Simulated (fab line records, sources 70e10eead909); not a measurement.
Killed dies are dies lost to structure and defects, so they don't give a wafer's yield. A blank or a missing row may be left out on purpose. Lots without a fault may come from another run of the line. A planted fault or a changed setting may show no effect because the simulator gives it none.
Chamber matching | flow nand_harc | NHARC_A_M1_CMP_23 on cmp-04: 4 sister chambers
The step polishes, t overpolish 20 s, target thk 154.34 nm. 4 wafers are shown with their chamber, then 7 later ones without.

WAFERS WITH THEIR CHAMBER
wafer  | chamber | motor_current_A (A)
L988.2 | 2       | 12.3
L993.5 | 3       | 14.6
L994.1 | 0       | 11.6
L994.2 | 1       | 12.7

WAFERS WITHOUT THEIR CHAMBER
wafer  | motor_current_A (A)
L994.5 | 12.1
L996.1 | 11.7
L996.2 | 14.7
L996.3 | 11.8
L995.3 | 11.8
L995.5 | 12.9
L995.6 | 11.9

WHICH CHAMBER EACH WENT THROUGH
wafer  | from the rows above     | in truth
L994.5 | can't be placed: 2 or 0 | 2
L996.1 | 0                       | 0
L996.2 | 3                       | 3
L996.3 | can't be placed: 0 or 2 | 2
L995.3 | can't be placed: 0 or 2 | 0
L995.5 | 1                       | 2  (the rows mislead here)
L995.6 | can't be placed: 0 or 2 | 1
Placed correctly: 2 of 7. Can't be placed from these rows: 4 (the true chamber is among the candidates in 3). Placed wrongly: 1.
How it was worked out, from the rows above alone: a wafer's distance from a chamber is the root of the sum, over the readings, of the square of ((its reading less the chamber's mean) divided by the reading's scatter). The wafer belongs to the nearest chamber; if the next one is less than 2 further off, it can't be placed. A chamber's mean is the mean of its shown wafers. The scatter: with one shown wafer a chamber, the root of the mean of the squares of how far each hidden wafer lies from its nearest shown one.
